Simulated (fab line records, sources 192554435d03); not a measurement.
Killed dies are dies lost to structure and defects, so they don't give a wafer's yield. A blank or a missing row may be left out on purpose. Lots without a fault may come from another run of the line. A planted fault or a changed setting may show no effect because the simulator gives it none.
fab line records | flow n5_finfet
record lots=9 wafers=27 last_day=19
route steps=1938 shown FIN_SAQP@138 BEOL_M4@1111 PASSIVATION@1936
lots that met no fault: from a run of the same line without faults
start_h: hours from the record's first day to the start of the lot's first wafer shown | wait_h: hours since the lot's step before | " the same as in the row above | L1.1+2: a row that stands for several wafers | - no value, or no start given | * or withheld: withheld | < > ~ a bound
route shown NAME@n: a module of which the file shows steps, and the number in the route of the first | usual: mean/standard deviation of fault-free wafers | same: alike in all rows | chamber/n: place in a boat | sites: the reading at each site | _std_site: their standard deviation | _edge_site: outer sites' mean less inner sites' | radius_mm: how far each site lies from the wafer's centre | mask NAME#n: copy n | behind: the tool/chamber that last shaped the wafer | hold: why the lot was held/for how many hours/how that ended | device: the transistor (n, p or np) that didn't switch | end of line: the same wafers' tests at the end of the route | a step without rows: its recipe alone | killed: dies lost to structure and defects at the first sort, not the wafer's yield | map: a wafer's dies, x killed, . not, _ none there
set.NAME: the setting as run; set.NAME@STEP: as run at that earlier step | model.NAME: the simulator's own value behind a step, which no gauge read
steps of the route over a sample of lots; a table a step, a row a wafer
services: from which hour (start_h, from the record's first day; less than 0 if before it) a tool's chamber was out of use, for how many hours, and why
## steps
# step N5_FIN_SAQP_SPACER2_ALD_28
# recipe material=SiO2 target_thk_a=81 temp_c=300 ald_precursor_family=BDEAS ald_co_reactant=O2-plasma pulse_time_s=1 purge_time_s=2 co_reactant_purge_time_s=2 pressure_torr=2
# usual heater_power_w=496/48 precursor_pulse_height_rel=0.999/0.022
# columns lot.wafer tool chamber start_h wait_h heater_power_w precursor_pulse_height_rel
L616.1 ald_sin-02 2 62.01 0.6 465 0.976
L616.4 " 3 " " 483 1.037
L616.6 " 1 " " 456 1.022
L620.1 ald_sin-02 2 91.16 4.4 475 0.998
L620.4 " 3 " " 472 1.028
L620.6 " 1 " " 464 1.004
L621.2 ald_sin-02 0 99.30 1.3 442 0.970
L621.3 " 1 " " 474 0.987
L621.4 " 3 " " 482 0.998
L624.1 ald_sin-01 3 110.23 0.1 479 0.995
L624.3 " 0 " " 621 1.021
L624.6 " 3 " " 496 1.026
L625.2 ald_sin-03 1 115.44 0.4 470 0.999
L625.3 " 2 " " 487 0.991
L625.6 " 1 " " 483 1.024
L626.3 ald_sin-02 1 123.79 0.1 462 1.013
L626.4 " 2 " " 477 0.970
L626.5 " 2 " " 478 0.996
L630.1 ald_sin-01 3 144.64 0.1 487 1.023
L630.2 " 1 " " 502 1.010
L630.5 " 3 " " 486 1.033
L631.2 ald_sin-01 1 150.68 0.1 502 1.008
L631.5 " 1 " " 509 0.982
L631.6 " 0 " " 618 0.996
L633.2 ald_sin-01 2 164.04 0.1 459 1.015
L633.3 " 0 " " 629 0.979
L633.6 " 3 " " 499 0.997
# step N5_FIN_SAQP_CD_MEAS_31
# recipe target_cd_nm=8 landing_energy_ev=1000 detector=se_inlens polarity=line
# usual cd_nm=8.05/0.22
# columns lot.wafer tool chamber start_h wait_h cd_nm
L616.1 cd_sem-03 0 62.55 0.1 8.21
L616.4 " 0 " " 8.03
L616.6 " 0 " " 8.21
L620.1 cd_sem-03 0 91.90 0.1 8.47
L620.4 " 0 " " 8.17
L620.6 " 0 " " 7.78
L621.2 cd_sem-03 0 99.82 0.1 8.12
L621.3 " 0 " " 7.92
L621.4 " 0 " " 8.02
L624.1 cd_sem-01 0 110.85 0.1 7.98
L624.3 " 0 " " 8.16
L624.6 " 0 " " 8.21
L625.2 cd_sem-02 0 116.03 0.1 7.96
L625.3 " 0 " " 8.23
L625.6 " 0 " " 7.53
L626.3 cd_sem-01 0 124.34 0.1 8.03
L626.4 " 0 " " 7.76
L626.5 " 0 " " 7.84
L630.1 cd_sem-01 0 145.17 0.1 8.16
L630.2 " 0 " " 7.88
L630.5 " 0 " " 7.96
L631.2 cd_sem-02 0 151.21 0.1 8.31
L631.5 " 0 " " 8.49
L631.6 " 0 " " 7.77
L633.2 cd_sem-01 0 164.57 0.1 8.23
L633.3 " 0 " " 7.70
L633.6 " 0 " " 8.23
# step N5_FIN_SAQP_HM_OPEN_33
# recipe chemistry=CH3F/O2 target=SiNx mask_material=SiO2 target_depth_a=494 time_s=70.6 pressure_mtorr=30 source_w=395 bias_w=73 Ar_flow_sccm=150 CH3F_flow_sccm=30 O2_flow_sccm=20 ion_energy_ev=120 ends=cleared
# usual drypump_motor_current_A=5.9/0.5 etch_rf_on_time_s=70.2/1.7 oes_product_au=0.64/0.069 rf_fwd_power_W=390.2/1.6 rf_vpp_V=301/5.2 showerhead_plenum_p_Torr=1.98/0.069 throttle_valve_pct=16.39/0.22
# columns lot.wafer tool chamber start_h wait_h drypump_motor_current_A etch_rf_on_time_s oes_product_au rf_fwd_power_W rf_hours_counter_h rf_vpp_V showerhead_plenum_p_Torr throttle_valve_pct
L616.1 rie_diel-01 3 62.77 0.2 6.0 69.9 0.59 392.1 248 298 1.97 16.33
L616.4 " 2 " " 6.5 67.2 0.68 391.7 110 297 1.92 16.59
L616.6 " 3 " " 6.0 70.7 0.59 391.2 - 296 1.97 16.32
L620.1 rie_diel-01 2 91.99 0.1 6.5 67.6 0.67 389.0 124 296 1.92 16.61
L620.4 " 2 " " 6.5 69.3 0.67 390.2 - 298 1.92 16.61
L620.6 " 0 " " 6.4 71.5 0.62 391.4 - 291 2.09 16.61
L621.2 rie_diel-04 2 99.87 0.0 5.6 70.3 0.62 391.4 168 310 1.91 16.55
L621.3 " 1 " " 6.4 74.0 0.57 388.3 226 306 2.06 16.41
L621.4 " 1 " " 6.4 73.5 0.58 389.9 - 305 2.06 16.41
L624.1 rie_diel-04 1 111.07 0.2 6.4 71.4 0.57 390.3 231 305 2.06 16.42
L624.3 " 1 " " 6.4 70.6 0.58 391.9 - 305 2.06 16.43
L624.6 " 1 " " 6.4 72.2 0.57 392.3 - 303 2.06 16.42
L625.2 rie_diel-03 0 116.12 0.1 5.6 71.9 0.59 392.2 203 298 1.91 16.33
L625.3 " 2 " " 5.3 70.4 0.68 390.8 100 300 1.94 16.02
L625.6 " 1 " " 5.2 70.4 0.59 388.1 - 299 2.06 16.39
L626.3 rie_diel-03 1 124.38 0.0 5.2 67.9 0.59 386.6 234 300 2.06 16.36
L626.4 " 2 " " 5.3 70.1 0.68 392.8 103 299 1.94 16.02
L626.5 " 3 " " 6.5 70.5 0.62 390.6 - 296 2.06 16.28
L630.1 rie_diel-04 3 145.22 0.0 5.2 68.5 0.60 392.0 224 308 1.90 16.27
L630.2 " 1 " " 6.4 71.5 0.57 389.5 245 304 2.06 16.45
L630.5 " 0 " " 6.0 70.8 0.65 391.2 - 298 2.01 16.71
L631.2 rie_diel-03 0 151.25 0.0 5.7 70.8 0.59 388.4 214 299 1.90 16.37
L631.5 " 0 " " 5.6 72.5 0.59 392.0 - 298 1.90 16.37
L631.6 " 1 " " 5.2 69.9 0.59 387.3 - 297 2.06 16.40
L633.2 rie_diel-04 2 164.61 0.0 5.6 68.0 0.62 392.0 177 307 1.91 16.55
L633.3 " 3 " " 5.2 69.9 0.60 391.1 - 308 1.89 16.29
L633.6 " 3 " " 5.2 70.4 0.60 391.4 - 308 1.89 16.27
# step N5_FIN_SAQP_ETCH_64
# recipe chemistry=CF4 target=SiO2 target_depth_a=15 ion_energy_ev=350 pressure_mtorr=10 icp_w=800 bias_w=400 cf4_flow_sccm=80
# usual drypump_motor_current_A=5.8/0.37 he_backside_leak_sccm=2.77/0.2 oes_product_au=0.999/0.024 rf_fwd_power_W=785/3.5 throttle_valve_pct=21.74/0.25
# columns lot.wafer tool chamber start_h wait_h drypump_motor_current_A he_backside_leak_sccm oes_product_au rf_fwd_power_W rf_hours_counter_h throttle_valve_pct
L616.1 rie_si-04 1 63.03 0.0 5.7 2.65 0.977 775 43 21.65
L616.4 " 0 " " 5.7 2.98 0.995 786 39 21.59
L616.6 " 3 " " 5.7 3.07 1.035 792 - 22.15
L620.1 rie_si-01 3 92.26 0.0 5.5 2.69 0.955 788 55 21.22
L620.4 " 1 " " 6.2 2.70 0.981 788 64 21.63
L620.6 " 1 " " 6.2 2.74 0.983 784 - 21.63
L621.2 rie_si-01 0 100.13 0.0 6.3 2.56 1.011 778 183 21.95
L621.3 " 2 " " 5.5 2.70 0.989 781 88 21.83
L621.4 " 1 " " 6.3 2.69 0.983 790 64 21.61
L624.1 rie_si-01 2 111.42 0.0 5.5 2.68 1.388 783 88 21.94
L624.3 " 3 " " 5.5 2.63 1.339 790 56 21.35
L624.6 " 2 " " 5.5 2.58 1.000 784 - 21.83
L625.2 rie_si-01 0 116.39 0.0 6.3 2.59 1.002 781 184 21.93
L625.3 " 1 " " 6.3 2.70 1.355 793 65 21.76
L625.6 " 2 " " 5.5 2.70 1.000 783 - 21.84
L626.3 rie_si-01 1 124.64 0.0 6.3 2.76 1.360 791 65 21.76
L626.4 " 0 " " 6.3 2.63 1.012 786 184 21.94
L626.5 " 3 " " 5.5 2.58 0.972 784 - 21.21
L630.1 rie_si-04 1 145.49 0.0 5.7 2.95 0.966 784 45 21.64
L630.2 " 2 " " 5.7 2.78 1.008 782 111 21.80
L630.5 " 3 " " 5.6 3.13 1.038 787 - 22.15
L631.2 rie_si-04 0 151.52 0.0 5.7 3.04 0.991 783 41 21.59
L631.5 " 0 " " 5.7 2.81 1.000 784 - 21.60
L631.6 " 3 " " 5.6 3.06 1.030 788 - 22.15
L633.2 rie_si-04 1 164.97 0.0 5.7 2.84 0.961 784 45 21.65
L633.3 " 0 " " 5.7 2.78 0.994 783 41 21.60
L633.6 " 0 " " 5.7 2.81 1.006 783 - 21.62
# step N5_BEOL_M4_RC_MEAS_101
# usual DIBL_N=35.8/1.7 DIBL_P=35.3/2 IOFF_N=0.150/0.026 IOFF_P=0.194/0.029 ION_N=667/11 ION_P=456/7.1 SS_N=71.4/0.65 SS_P=73.1/0.64 VT_N=251/3 VT_P=-252/3.2
# columns lot.wafer tool chamber start_h wait_h DIBL_N[mV/V] DIBL_P[mV/V] IOFF_N[nA/um] IOFF_P[nA/um] ION_N[uA/um] ION_P[uA/um] SS_N[mV/dec] SS_P[mV/dec] VT_N[mV] VT_P[mV]
L616.1 prober-02 0 260.43 0.0 34.8 34.4 0.118 0.165 659 450 70.4 72.9 254 -255
L616.4 " 0 " " 35.6 35.2 0.126 0.167 649 448 71.1 72.2 254 -256
L616.6 " 0 " " 34.6 33.4 0.110 0.152 638 445 70.9 72.4 257 -259
L620.1 prober-02 0 276.82 0.0 33.9 32.9 0.124 0.169 660 451 71.0 72.6 254 -252
L620.4 " 0 " " 35.7 34.6 0.149 0.199 673 465 70.5 72.7 252 -251
L620.6 " 0 " " 36.5 34.1 0.156 0.182 665 450 70.8 72.6 251 -254
L621.2 prober-02 0 286.73 0.2 37.4 38.0 0.163 0.246 681 466 70.8 73.6 250 -247
L621.3 " 0 " " 32.9 32.1 0.104 0.162 668 461 70.4 72.0 254 -252
L621.4 " 0 " " 36.3 35.2 0.139 0.201 664 467 70.6 72.2 253 -251
L626.3 prober-01 0 313.59 0.3 34.3 33.8 0.117 0.175 648 453 71.1 73.6 255 -251
L626.4 " 0 " " 34.4 32.9 0.116 0.167 656 451 70.8 72.8 255 -255
L626.5 " 0 " " 36.1 35.3 0.143 0.204 668 455 71.9 72.8 253 -251
L625.2 prober-02 0 313.86 0.2 36.2 37.5 0.165 0.234 667 458 71.4 74.2 244 -247
L625.3 " 0 " " 36.8 36.2 0.157 0.202 677 463 71.5 73.8 249 -249
L625.6 " 0 " " 35.2 35.8 0.137 0.201 659 459 71.2 73.3 250 -250
L624.1 prober-01 0 317.67 0.0 38.1 35.1 0.181 0.209 668 455 72.1 73.7 247 -252
L624.3 " 0 " " 36.7 34.4 0.157 0.200 676 466 71.8 73.8 250 -251
L624.6 " 0 " " 37.8 34.8 0.171 0.199 688 464 72.1 73.1 248 -250
L630.1 prober-01 0 338.72 0.0 33.6 33.6 0.139 0.173 664 454 70.7 72.6 250 -253
L630.2 " 0 " " 33.7 32.3 0.123 0.147 652 452 70.9 71.9 254 -257
L630.5 " 0 " " 33.3 32.0 0.122 0.149 652 445 70.9 72.5 251 -256
L631.2 prober-01 0 344.32 0.2 34.3 34.8 0.117 0.170 668 463 70.9 73.4 255 -253
L631.5 " 0 " " 36.6 37.6 0.153 0.217 666 458 71.9 73.2 253 -251
L631.6 " 0 " " 34.5 35.9 0.129 0.184 674 463 71.3 73.1 252 -253
L633.2 prober-02 0 349.58 0.2 36.4 37.8 0.167 0.192 676 457 71.4 73.8 247 -252
L633.3 " 0 " " 32.1 30.6 0.103 0.114 649 443 70.6 71.6 255 -260
L633.6 " 0 " " 38.1 38.0 0.195 0.186 674 452 72.7 73.5 247 -255
# step N5_PASSIVATION_PROBE_49
# usual defect_limited_yield=91.5/1.4 killed_at_M0_to_M3=34/11 killed_at_M4_up=15/6 killed_at_contacts=11/5.9 killed_at_front_end=37/11 killed_at_other=3.6/2.9 killed_dies=101/17 killed_open=66/12 killed_short=33/7.8 sort_bin_5_function=5.0/0.97 sort_bin_6_memory=3.2/0.65 sort_bin_8_speed=0.02/0.2 sort_n_pass=1079/17 sort_yield_pct=91.4/1.4
# same gross_dies=1180 killed_at_back_side=0 sort_bin_4_leakage[%]=0
# columns lot.wafer tool chamber start_h wait_h defect_limited_yield[%] killed_at_M0_to_M3 killed_at_M4_up killed_at_contacts killed_at_front_end killed_at_other killed_dies killed_open killed_short sort_bin_5_function[%] sort_bin_6_memory[%] sort_bin_8_speed[%] sort_n_pass sort_yield_pct[%]
L624.1 prober-02 - 427.53 0.0 90.8 25 13 12 47 12 109 67 40 5.2 3.7 0 1071 90.8
L624.3 prober-02 - 427.63 0.1 91.7 32 9 5 42 10 98 66 31 4.5 3.6 0 1082 91.7
L624.6 prober-02 - 427.78 0.3 92.8 12 8 16 43 6 85 60 24 3.8 3.1 0 1095 92.8
# killed by level:class
L624.1 FIN_SAQP:geometric_particle:short=15 STI_FIN_REVEAL:geometric_particle:open=11 MOL_CONTACT_COAG:geometric_particle:open=11 BEOL_M1:geometric_particle:open=8 BEOL_M2:geometric_particle:open=8 FIN_SAQP:geometric_particle:open=7 MIM_TOP_ETCH:geometric_particle:short=6 FIN_CUT:geometric_particle:short=5
L624.3 FIN_SAQP:geometric_particle:open=13 BEOL_M1:geometric_particle:open=10 BEOL_M2:geometric_particle:open=7 FIN_SAQP:geometric_particle:short=6 BEOL_M0_SAQP:geometric_particle:short=6 STI_FIN_REVEAL:geometric_particle:open=5 MIM_TOP_ETCH:geometric_particle:short=5 MOL_CONTACT_COAG:geometric_particle:open=4
L624.6 FIN_SAQP:geometric_particle:open=13 MOL_CONTACT_COAG:geometric_particle:open=12 STI_FIN_REVEAL:geometric_particle:open=7 STARTING-WAFER:geometric_particle:short=5 STI_FIN_REVEAL:geometric_particle:short=4 MOL_CONTACT_COAG:geometric_particle:short=4 BEOL_M0_SAQP:geometric_particle:open=4 FIN_SAQP:geometric_particle:short=3
## services
# columns tool chamber start_h hours kind
rie_diel-01 3 67.27 - clean
ald_sin-03 3 76.15 22.1 repair
ald_sin-03 - 78.53 14.6 pm
ald_sin-02 0 78.91 3.3 repair
ald_sin-01 - 85.61 14.0 pm
ald_sin-01 0 85.61 14.0 vent_cycle
ald_sin-01 1 85.61 14.0 vent_cycle
ald_sin-01 2 85.61 14.0 vent_cycle
ald_sin-01 3 85.61 14.0 vent_cycle
rie_diel-03 3 86.91 5.4 repair
ald_sin-01 0 99.61 - clean
ald_sin-01 1 99.61 - clean
ald_sin-01 2 99.61 - clean
ald_sin-01 3 99.61 - clean
rie_diel-01 0 100.51 13.7 repair
rie_diel-04 2 110.41 45.9 repair
rie_diel-04 - 115.75 0.4 repair
ald_sin-03 3 135.05 4.0 repair
rie_si-04 0 136.64 1.9 repair
rie_diel-04 1 156.64 - clean
rie_diel-04 1 156.64 - consumable_replace:focus_ring
rie_diel-04 1 156.64 21.8 scheduled_down
rie_diel-04 1 156.64 21.8 vent_cycle
rie_diel-04 0 159.67 9.2 repair
## key
first_sign step=N5_FIN_SAQP_ETCH_64 reading=oes_product_au direction=up sigmas=15 usual=0.999 struck=1.361
effect none on later readings
met_at N5_FIN_SAQP_ETCH_64
struck_lots L624,L625,L626
struck_wafers L624.1,L624.3,L625.3,L626.3
not_acting_at N5_FIN_SAQP_SPACER2_ALD_28,N5_FIN_SAQP_CD_MEAS_31,N5_FIN_SAQP_HM_OPEN_33
onset_between 100.13 111.42
fault kind=process_parameter_drift tool=rie_si-01 chamber=- onset_h=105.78 steps=N5_FIN_SAQP_ETCH_64 channel=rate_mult offset=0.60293 shape=step end_h=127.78 scope=struck_wafers_only
